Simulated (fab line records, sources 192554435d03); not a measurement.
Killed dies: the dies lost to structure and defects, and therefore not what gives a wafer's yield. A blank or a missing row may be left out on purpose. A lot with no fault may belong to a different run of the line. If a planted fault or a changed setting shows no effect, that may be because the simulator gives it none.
fab line records	flow n5_finfet	part 1 of 2: steps 1 to 4 of 6
record lots=20	wafers=60	last_day=20
route steps=1938 shown WELL_APT@31 PMOS_HMC_CHANNEL_EPI@57 FIN_SAQP@115
lots untouched by any fault: they come from a run of this same line in which no faults occurred
start_h: the number of hours between the record's first day and the start of the first shown wafer of the lot	wait_h: how many hours have passed since the lot's step before this one	" identical to the entry in the row above	L1.1+2: one row covering several wafers at once	- either no value or no given start	* or withheld: withheld	< > ~ a bound
route shown NAME@n: NAME is a module with steps in the file, n the number in the route of the first one	usual: the fault-free wafers' mean and standard deviation	same: alike in all rows	chamber/n: place in a boat	sites: the reading at each site	_std_site: standard deviation across them	_edge_site: inner sites' mean taken away from outer sites' mean	radius_mm: for every site, how far away it sits from the centre of the wafer	mask NAME#n: copy n	behind: the tool/chamber that last shaped the wafer	hold: cause of the lot's hold/its duration in hours/its outcome	device: the transistor (n, p or np) that didn't switch	end of line: tests run on the same wafers once the route is complete	a step given without rows: its recipe and nothing more	killed: not the wafer's yield, but the dies lost to structure and defects at the first sort	map: a wafer's dies, marking killed ones x, the rest . and places with no die _
set.NAME: the setting that was run; set.NAME@STEP: the one run at that earlier step	model.NAME: the simulator's own value behind a step, which no gauge read
a sample of lots followed through the steps of the route, with each step as a table and each wafer as a row
services: the hour from which a tool's chamber was out of use, counted from the record's first day as start_h (under 0 if before that day), plus the number of hours and why
## steps
# step N5_WELL_APT_DESCUM_13
# recipe chemistry=O2	time_s=7.9	source_power_w=50	bias_power_w=20	pressure_mtorr=20	rf_frequency_hz=2.712e+07	temp_c=40	o2_flow_sccm=225
# usual drypump_motor_current_A=5.8/0.54	o2_flow_sccm=225.1/0.68	oes_product_au=0.73/0.032	rf_vpp_V=243.5/1.5	showerhead_plenum_p_Torr=2.11/0.078	throttle_valve_pct=20.41/0.22
lot.wafer	tool	chamber	start_h	wait_h	drypump_motor_current_A	o2_flow_sccm	oes_product_au	rf_hours_counter_h	rf_vpp_V	showerhead_plenum_p_Torr	throttle_valve_pct
L074.2	rie_diel-06	3	14.17	0.4	6.7	224.5	0.75	168	243.6	2.16	20.16
L074.3	"	0	"	"	5.9	224.6	0.79	134	245.0	2.17	20.35
L074.4	"	2	"	"	6.2	224.8	0.73	165	244.8	2.19	20.51
L075.1	rie_diel-06	3	19.89	0.2	6.8	223.9	0.74	169	245.2	2.16	20.19
L075.4	"	1	"	"	5.2	225.9	0.73	143	244.5	2.20	20.46
L075.5	"	1	"	"	5.2	225.9	0.73	-	245.7	2.20	20.46
L077.3	rie_diel-06	1	31.84	0.1	5.2	223.4	0.74	147	244.6	2.20	20.47
L077.4	"	3	"	"	6.8	225.8	0.75	173	243.3	2.16	20.18
L077.5	"	2	"	"	6.1	225.4	0.72	-	244.9	2.19	20.52
L078.1	rie_diel-03	0	38.14	0.0	4.9	225.0	0.69	206	242.4	2.08	20.33
L078.3	"	1	"	"	5.9	225.9	0.82	102	245.2	2.22	20.91
L078.5	"	3	"	"	6.1	224.0	0.72	-	241.7	2.00	20.32
L079.3	rie_diel-02	1	44.10	0.0	5.5	224.8	0.75	162	243.3	2.10	20.77
L079.4	"	0	"	"	6.1	224.6	0.69	226	241.8	1.99	20.12
L079.6	"	2	"	"	5.1	225.1	0.72	-	243.2	2.08	20.36
L080.2	rie_diel-02	2	49.95	0.0	5.2	224.8	0.71	195	242.6	2.08	20.35
L080.4	"	0	"	"	6.1	224.3	0.69	-	243.1	1.99	20.11
L080.6	"	2	"	"	5.2	225.0	0.71	-	244.9	2.07	20.36
L081.2	rie_diel-02	2	55.90	0.0	5.2	225.2	0.72	196	243.1	2.07	20.36
L081.3	"	3	"	"	6.4	225.3	0.77	134	242.6	2.01	20.08
L081.5	"	2	"	"	5.2	226.0	0.72	-	243.1	2.07	20.36
L082.1	rie_diel-06	2	61.77	0.0	6.1	224.8	0.72	181	244.8	2.19	20.55
L082.4	"	0	"	"	5.9	224.8	0.78	150	243.9	2.16	20.39
L082.6	"	3	"	"	6.7	224.9	0.73	-	243.7	2.15	20.20
L083.1	rie_diel-06	1	67.98	0.1	5.2	225.0	0.73	160	243.7	2.20	20.47
L083.2	"	3	"	"	6.8	224.7	0.73	186	246.1	2.15	20.19
L083.6	"	0	"	"	5.9	225.7	0.77	-	243.7	2.16	20.39
L085.1	rie_diel-03	0	79.99	0.4	4.9	225.0	0.68	220	241.7	2.07	20.34
L085.3	"	3	"	"	6.1	225.1	0.70	193	242.9	1.99	20.32
L085.6	"	1	"	"	5.9	225.3	0.81	-	246.2	2.21	20.91
L086.2	rie_diel-02	1	85.82	0.2	5.5	224.1	0.75	174	243.6	2.09	20.77
L086.3	"	2	"	"	5.2	225.2	0.71	206	242.5	2.07	20.37
L086.4	"	0	"	"	6.1	224.1	0.70	239	241.9	1.98	20.14
L088.3	rie_diel-06	3	98.42	0.4	6.8	226.0	0.73	194	243.8	2.15	20.23
L088.5	"	2	"	"	6.2	225.5	0.71	-	245.0	2.18	20.55
L088.6	"	3	"	"	6.8	225.4	0.74	-	243.7	2.15	20.23
L089.1	rie_diel-02	2	104.30	0.0	5.2	224.6	0.70	213	243.7	2.07	20.38
L089.3	"	0	"	"	6.1	226.3	0.69	246	242.1	1.98	20.13
L089.4	"	3	"	"	6.4	225.1	0.75	151	242.3	2.01	20.11
L090.1	rie_diel-02	2	109.87	0.0	5.2	226.1	0.69	215	244.2	2.07	20.38
L090.2	"	3	"	"	6.4	225.7	0.75	153	241.4	2.01	20.12
L090.6	"	2	"	"	5.2	225.1	0.69	-	243.6	2.07	20.39
L091.3	rie_diel-06	2	116.11	0.3	6.2	224.1	0.71	199	245.9	2.18	20.58
L091.4	"	3	"	"	6.8	225.3	0.72	201	244.6	2.15	20.23
L091.5	"	0	"	"	5.9	225.7	0.77	-	244.8	2.16	20.40
L092.1	rie_diel-06	0	121.95	0.0	5.9	223.7	0.74	168	245.2	2.16	20.42
L092.3	"	1	"	"	5.2	225.9	0.70	177	246.1	2.19	20.52
L092.6	"	1	"	"	5.2	224.8	0.71	-	244.7	2.19	20.53
L093.3	rie_diel-06	0	127.81	0.0	5.9	226.2	0.76	170	243.6	2.16	20.41
L093.5	"	2	"	"	6.2	224.9	0.69	-	243.4	2.18	20.57
L093.6	"	3	"	"	6.8	224.8	0.72	-	246.0	2.15	20.21
L094.2	rie_diel-02	2	133.90	0.0	5.2	226.4	0.69	225	244.2	2.06	20.39
L094.3	"	3	"	"	6.3	224.9	0.75	164	241.3	2.00	20.15
L094.6	"	1	"	"	5.5	224.8	0.73	-	242.9	2.09	20.81
L095.1	rie_diel-03	0	140.42	0.0	4.9	224.8	0.67	241	242.1	2.07	20.36
L095.2	"	3	"	"	6.1	225.1	0.68	219	241.8	1.98	20.37
L095.3	"	2	"	"	5.6	225.5	0.73	162	241.5	2.00	20.33
L097.3	rie_diel-03	1	151.79	0.0	5.9	224.1	0.77	146	244.7	2.20	20.96
L097.5	"	2	"	"	5.6	225.6	0.73	-	243.0	2.00	20.32
L097.6	"	1	"	"	5.9	223.6	0.77	-	244.3	2.20	20.95
# step N5_PMOS_HMC_CHANNEL_EPI_HM_DEP_34
# recipe material=SiO2	target_thk_a=360	temp_c=400	precursor=TEOS/O2	pressure_torr=6.5	rf_w=900	teos_flow_sccm=161.4	gas=O2	flow_sccm=2650	time_s=6.9
# usual heater_power_w=583/95	showerhead_plenum_p_Torr=8.34/0.044	susceptor_temp_C=399.99/0.25	throttle_valve_pct=18.6/1
lot.wafer	tool	chamber	start_h	wait_h	heater_power_w	showerhead_plenum_p_Torr	susceptor_temp_C	throttle_valve_pct
L074.2	pecvd-02	2	17.38	0.0	711	8.24	399.90	18.7
L074.3	"	0	"	"	737	8.37	399.85	19.3
L074.4	"	2	"	"	705	8.27	399.81	18.6
L075.1	pecvd-02	2	22.92	0.0	632	8.26	399.61	18.6
L075.4	"	2	"	"	649	8.24	399.45	18.7
L075.5	"	0	"	"	699	8.37	400.33	19.6
L077.3	pecvd-03	0	34.77	0.0	484	8.34	400.22	19.9
L077.4	"	0	"	"	510	8.34	400.02	19.9
L077.5	"	2	"	"	598	8.38	399.96	16.2
L078.1	pecvd-03	2	41.14	0.0	478	8.36	399.64	16.1
L078.3	"	0	"	"	533	8.37	400.25	19.7
L078.5	"	1	"	"	576	8.31	399.94	18.2
L079.3	pecvd-04	2	47.03	0.0	498	8.33	399.54	20.7
L079.4	"	0	"	"	393	8.34	400.11	19.0
L079.6	"	1	"	"	544	8.36	399.99	17.7
L080.2	pecvd-04	0	52.87	0.0	443	8.34	399.87	19.2
L080.4	"	0	"	"	445	8.33	400.04	19.3
L080.6	"	0	"	"	450	8.33	399.74	18.9
L081.2	pecvd-02	2	59.53	0.0	763	8.27	400.32	18.7
L081.3	"	0	"	"	672	8.38	399.58	19.5
L081.5	"	0	"	"	683	8.38	400.23	19.6
L082.1	pecvd-02	2	64.72	0.0	698	8.27	399.78	19.0
L082.4	"	2	"	"	726	8.27	400.12	18.8
L082.6	"	1	"	"	619	8.41	400.12	18.8
L083.1	pecvd-04	0	71.03	0.0	427	8.36	400.09	19.1
L083.2	"	1	"	"	559	8.36	399.38	17.7
L083.6	"	1	"	"	547	8.36	399.63	17.8
L085.1	pecvd-03	0	83.70	0.0	444	8.32	400.05	19.6
L085.3	"	1	"	"	470	8.32	399.99	18.1
L085.6	"	1	"	"	471	8.31	400.14	18.2
L086.2	pecvd-03	1	89.04	0.0	581	8.31	400.03	18.3
L086.3	"	2	"	"	570	8.35	399.99	16.4
L086.4	"	2	"	"	593	8.37	399.87	16.3
L088.3	pecvd-03	2	101.44	0.0	616	8.34	400.24	16.3
L088.5	"	0	"	"	448	8.32	400.16	20.1
L088.6	"	2	"	"	630	8.39	400.31	16.4
L089.1	pecvd-02	1	107.27	0.0	572	8.40	399.87	18.8
L089.3	"	0	"	"	699	8.38	399.84	19.3
L089.4	"	0	"	"	721	8.36	399.92	19.4
L090.1	pecvd-03	2	112.78	0.0	582	8.36	399.78	16.3
L090.2	"	1	"	"	627	8.31	399.59	18.0
L090.6	"	1	"	"	620	8.30	400.01	18.2
L091.3	pecvd-02	1	119.26	0.0	627	8.39	400.40	18.7
L091.4	"	1	"	"	637	8.38	400.15	18.6
L091.5	"	0	"	"	663	8.38	399.91	19.4
L092.1	pecvd-02	0	125.39	0.0	714	8.39	399.94	19.5
L092.3	"	1	"	"	620	8.40	400.52	18.6
L092.6	"	1	"	"	624	8.38	400.24	18.4
L093.3	pecvd-04	0	130.73	0.0	379	8.35	400.27	19.2
L093.5	"	0	"	"	372	8.36	399.74	19.2
L093.6	"	1	"	"	505	8.37	399.98	17.8
L094.2	pecvd-02	2	137.14	0.0	754	8.28	400.65	18.9
L094.3	"	1	"	"	551	8.38	400.13	18.4
L094.6	"	0	"	"	604	8.37	399.80	19.4
L095.1	pecvd-02	1	143.34	0.0	611	8.39	399.78	18.6
L095.2	"	0	"	"	602	8.35	400.12	19.4
L095.3	"	2	"	"	671	8.25	400.04	18.8
L097.3	pecvd-02	0	155.07	0.0	735	8.35	400.54	19.4
L097.5	"	1	"	"	526	8.36	399.87	18.7
L097.6	"	2	"	"	674	8.27	399.97	18.9
# step N5_PMOS_HMC_CHANNEL_EPI_CMP_21
# recipe material=SiGe30	post_cmp_clean=alkaline_brush	target_thk_nm=54
# usual motor_current_A=12.2/1.3
lot.wafer	tool	chamber	start_h	wait_h	motor_current_A
L074.4	cmp-04	1	19.99	0.0	10.5
L074.3	"	3	"	"	14.2
L074.2	"	0	"	"	11.7
L075.4	cmp-02	2	25.77	0.0	12.3
L075.1	"	0	"	"	14.4
L075.5	"	2	"	"	13.0
L077.4	cmp-02	3	40.00	0.1	13.3
L077.3	"	0	"	"	14.7
L077.5	"	2	"	"	13.2
L078.1	cmp-04	0	44.66	0.1	11.3
L078.3	"	1	"	"	9.9
L078.5	"	2	"	"	11.9
L079.4	cmp-02	3	49.36	0.0	13.8
L079.3	"	0	"	"	13.3
L079.6	"	3	"	"	13.2
L080.2	cmp-04	2	55.73	0.0	12.1
L080.4	"	0	"	"	11.2
L080.6	"	3	"	"	15.2
L081.2	cmp-04	1	61.94	0.1	10.0
L081.3	"	2	"	"	12.1
L081.5	"	0	"	"	11.1
L082.1	cmp-03	2	67.70	0.1	11.2
L082.4	"	0	"	"	11.0
L082.6	"	1	"	"	11.5
L083.1	cmp-03	2	73.94	0.1	10.8
L083.2	"	0	"	"	11.2
L083.6	"	1	"	"	10.8
L085.1	cmp-02	3	87.04	0.1	13.9
L085.3	"	1	"	"	12.4
L085.6	"	3	"	"	13.8
L086.3	cmp-04	3	91.96	0.1	14.3
L086.4	"	0	"	"	11.0
L086.2	"	1	"	"	10.3
L088.3	cmp-04	0	104.77	0.1	10.5
L088.6	"	2	"	"	12.7
L088.5	"	3	"	"	13.6
L089.4	cmp-02	3	109.64	0.0	13.6
L089.1	"	0	"	"	14.9
L089.3	"	1	"	"	12.8
L090.1	cmp-03	0	115.57	0.1	11.4
L090.2	"	1	"	"	10.5
L090.6	"	3	"	"	11.8
L091.3	cmp-02	0	122.36	0.0	14.1
L091.4	"	1	"	"	12.9
L091.5	"	1	"	"	12.1
L092.1	cmp-04	3	128.30	0.0	14.2
L092.3	"	0	"	"	11.3
L092.6	"	0	"	"	11.4
L093.3	cmp-03	2	133.63	0.1	11.5
L093.5	"	1	"	"	11.1
L093.6	"	2	"	"	11.4
L094.2	cmp-03	2	139.92	0.1	11.3
L094.3	"	3	"	"	11.8
L094.6	"	0	"	"	11.7
L095.1	cmp-04	3	145.80	0.0	14.2
L095.2	"	1	"	"	10.2
L095.3	"	2	"	"	12.6
L097.3	cmp-03	3	157.62	0.1	11.9
L097.6	"	1	"	"	11.1
L097.5	"	2	"	"	12.1
# step N5_FIN_SAQP_ETCH_51
# recipe chemistry=CF4	target=SiARC	target_depth_a=455	mask_material=CAR-ArF	time_s=75.8	ion_energy_ev=80	pressure_mtorr=40	source_w=545	bias_w=36	Ar_flow_sccm=100	cf4_flow_sccm=100	ends=cleared
# usual bias_w=36.00/0.11	cf4_flow_sccm=100.0/0.37	drypump_motor_current_A=5.7/0.52	etch_rf_on_time_s=75.4/1.7	oes_product_au=0.63/0.044	rf_vpp_V=183.8/1.1	showerhead_plenum_p_Torr=2.13/0.076	throttle_valve_pct=15.65/0.21
lot.wafer	tool	chamber	start_h	wait_h	bias_w	cf4_flow_sccm	drypump_motor_current_A	etch_rf_on_time_s	oes_product_au	rf_hours_counter_h	rf_vpp_V	showerhead_plenum_p_Torr	throttle_valve_pct
L074.2	rie_diel-03	2	22.28	0.0	35.88	99.8	5.6	74.7	0.66	124	182.3	2.07	15.51
L074.3	"	3	"	"	35.93	99.8	6.1	75.5	0.61	176	181.3	2.04	15.46
L074.4	"	0	"	"	36.00	100.2	4.9	74.8	0.61	202	182.7	2.14	15.65
L075.1	rie_diel-02	0	29.75	0.0	36.05	100.0	6.1	75.0	0.61	222	183.6	2.03	15.33
L075.4	"	3	"	"	36.12	99.8	6.4	74.7	0.65	128	182.4	2.07	15.31
L075.5	"	3	"	"	36.02	100.0	6.3	74.2	0.66	-	183.9	2.07	15.29
L077.3	rie_diel-02	0	42.26	0.0	35.93	100.1	6.1	75.7	0.60	226	181.3	2.03	15.37
L077.4	"	2	"	"	35.95	99.5	5.2	74.4	0.62	192	184.0	2.14	15.69
L077.5	"	0	"	"	35.94	100.0	6.1	75.8	0.60	-	182.5	2.03	15.36
L078.1	rie_diel-03	3	46.89	0.0	36.00	99.7	6.1	75.5	0.61	182	183.3	2.04	15.48
L078.3	"	1	"	"	36.14	97.9	5.9	72.0	0.72	105	185.5	2.24	15.93
L078.5	"	1	"	"	36.08	99.8	5.9	71.3	0.73	-	185.9	2.24	15.93
L079.3	rie_diel-02	3	52.38	0.0	35.86	99.8	6.4	75.1	0.66	133	182.8	2.06	15.32
L079.4	"	1	"	"	36.18	100.0	5.5	77.1	0.64	164	185.6	2.13	15.86
L079.6	"	1	"	"	36.17	99.9	5.4	76.9	0.64	-	182.7	2.13	15.86
L080.2	rie_diel-03	0	58.95	0.0	36.06	100.5	4.9	75.2	0.60	212	183.1	2.13	15.65
L080.4	"	3	"	"	35.97	100.1	6.1	76.5	0.61	186	182.5	2.04	15.48
L080.6	"	2	"	"	35.92	99.9	5.6	77.0	0.64	-	184.6	2.06	15.55
L081.2	rie_diel-02	3	65.11	0.0	35.78	100.1	6.3	74.6	0.66	136	182.2	2.06	15.31
L081.3	"	1	"	"	36.04	99.5	5.5	77.3	0.64	168	184.1	2.13	15.85
L081.5	"	1	"	"	36.08	99.3	5.5	77.8	0.64	-	184.2	2.13	15.87
L082.1	rie_diel-02	2	70.13	0.0	36.09	99.8	5.2	74.5	0.62	200	184.1	2.14	15.70
L082.4	"	1	"	"	36.00	100.0	5.5	76.9	0.63	169	184.7	2.12	15.88
L082.6	"	0	"	"	35.98	100.7	6.0	75.2	0.60	-	182.9	2.03	15.36
L083.1	rie_diel-03	2	76.34	0.0	36.05	99.5	5.6	75.8	0.65	139	183.8	2.06	15.54
L083.2	"	3	"	"	36.19	99.8	6.1	76.9	0.61	192	182.1	2.03	15.51
L083.6	"	1	"	"	36.07	100.0	5.9	72.1	0.71	-	184.6	2.24	15.95
L085.1	rie_diel-06	0	90.30	0.0	36.15	100.3	5.9	75.8	0.65	158	185.5	2.22	15.68
L085.3	"	2	"	"	36.09	100.0	6.2	76.6	0.60	189	184.5	2.20	15.60
L085.6	"	0	"	"	35.99	100.2	5.9	74.9	0.66	-	185.7	2.22	15.69
L086.2	rie_diel-03	3	95.08	0.0	35.98	100.6	6.1	76.7	0.59	200	182.1	2.03	15.51
L086.3	"	1	"	"	35.87	99.5	5.9	73.0	0.70	122	186.2	2.24	15.95
L086.4	"	0	"	"	36.06	100.0	4.9	76.0	0.59	227	183.6	2.13	15.69
L088.3	rie_diel-03	3	108.31	0.0	35.98	99.4	6.1	75.6	0.60	207	183.7	2.03	15.52
L088.5	"	1	"	"	35.90	99.9	6.0	72.2	0.69	-	185.8	2.24	15.97
L088.6	"	0	"	"	35.77	99.6	4.9	75.9	0.59	-	184.3	2.13	15.71
L089.1	rie_diel-02	1	111.96	0.0	36.02	100.0	5.4	77.8	0.63	183	184.0	2.12	15.91
L089.3	"	3	"	"	35.93	99.9	6.3	74.9	0.64	154	184.6	2.06	15.36
L089.4	"	2	"	"	36.01	99.7	5.2	75.6	0.60	215	182.9	2.14	15.73
L090.1	rie_diel-03	0	117.79	0.0	36.20	100.2	4.9	75.9	0.59	232	183.4	2.13	15.70
L090.2	"	2	"	"	35.96	100.0	5.6	75.8	0.63	155	182.5	2.06	15.57
L090.6	"	2	"	"	35.98	99.8	5.6	77.0	0.63	-	183.3	2.06	15.57
L091.3	rie_diel-03	2	124.95	0.0	35.99	100.3	5.6	76.6	0.63	158	183.3	2.06	15.59
L091.4	"	0	"	"	35.97	100.1	4.9	75.9	0.59	235	184.0	2.12	15.71
L091.5	"	0	"	"	36.09	99.9	4.9	76.8	0.59	-	183.0	2.12	15.69
L092.1	rie_diel-02	1	130.86	0.0	36.17	99.9	5.5	78.2	0.62	191	183.9	2.12	15.91
L092.3	"	3	"	"	36.00	99.9	6.3	75.5	0.63	162	183.0	2.05	15.36
L092.6	"	3	"	"	35.73	100.0	6.4	75.9	0.63	-	182.4	2.05	15.37
L093.3	rie_diel-03	0	136.03	0.0	36.01	99.6	4.9	76.1	0.58	239	184.5	2.12	15.72
L093.5	"	3	"	"	36.04	100.2	6.1	75.9	0.59	-	183.2	2.03	15.55
L093.6	"	0	"	"	35.90	99.6	4.9	75.7	0.59	-	184.1	2.12	15.71
L094.2	rie_diel-03	1	142.16	0.0	36.08	100.5	6.0	72.3	0.69	142	184.0	2.23	15.99
L094.3	"	2	"	"	36.11	99.8	5.6	76.4	0.63	162	183.1	2.06	15.59
L094.6	"	0	"	"	35.94	100.1	4.9	76.4	0.58	-	182.7	2.12	15.70
L095.1	rie_diel-06	2	147.95	0.0	35.88	100.1	6.2	77.0	0.59	209	183.5	2.19	15.65
L095.2	"	0	"	"	36.07	100.1	5.9	75.5	0.63	176	184.4	2.21	15.72
L095.3	"	3	"	"	35.77	99.2	6.8	77.7	0.60	210	182.9	2.22	15.68
L097.3	rie_diel-03	2	160.00	0.0	36.00	100.0	5.6	76.1	0.62	168	183.4	2.05	15.60
L097.5	"	2	"	"	36.04	100.1	5.7	75.6	0.63	-	184.1	2.05	15.60
L097.6	"	1	"	"	36.00	99.7	5.9	72.6	0.68	-	184.9	2.23	16.02
